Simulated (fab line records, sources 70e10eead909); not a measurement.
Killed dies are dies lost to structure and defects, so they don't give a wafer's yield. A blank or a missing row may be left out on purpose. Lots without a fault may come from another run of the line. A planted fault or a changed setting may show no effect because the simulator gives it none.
Chamber matching | flow nand_harc | NHARC_A_STAIRCASE_DEP_417 on pecvd-01: 3 sister chambers
The step deposits Si3N4, target thk 60 nm. 6 wafers are shown with their chamber, then 9 later ones without.

WAFERS WITH THEIR CHAMBER
wafer  | chamber | heater_power_w (W) | susceptor_temp_C (C)
L075.3 | 0       | 696                | 399.98
L090.2 | 2       | 807                | 399.85
L090.5 | 2       | 813                | 400.27
L091.3 | 1       | 628                | 399.99
L091.4 | 1       | 649                | 400.18
L091.5 | 0       | 681                | 400.62

WAFERS WITHOUT THEIR CHAMBER
wafer  | heater_power_w (W) | susceptor_temp_C (C)
L093.1 | 778                | 400.07
L093.2 | 730                | 399.75
L093.5 | 757                | 399.67
L095.2 | 795                | 399.87
L095.5 | 723                | 399.61
L095.6 | 761                | 399.72
L096.1 | 663                | 399.84
L096.3 | 646                | 399.72
L096.5 | 674                | 399.78

WHICH CHAMBER EACH WENT THROUGH
wafer  | from the rows above     | in truth
L093.1 | 2                       | 2
L093.2 | 0                       | 0
L093.5 | can't be placed: 2 or 0 | 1
L095.2 | 2                       | 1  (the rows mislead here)
L095.5 | 0                       | 0
L095.6 | 2                       | 2
L096.1 | can't be placed: 1 or 0 | 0
L096.3 | 1                       | 1
L096.5 | can't be placed: 0 or 1 | 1
Placed correctly: 5 of 9. Can't be placed from these rows: 3 (the true chamber is among the candidates in 2). Placed wrongly: 1.
How it was worked out, from the rows above alone: a wafer's distance from a chamber is the root of the sum, over the readings, of the square of ((its reading less the chamber's mean) divided by the reading's scatter). The wafer belongs to the nearest chamber; if the next one is less than 2 further off, it can't be placed. A chamber's mean is the mean of its shown wafers. The scatter: the root of (the sum of the squares of (reading less its chamber's mean) over the shown wafers, divided by (wafers less chambers)).
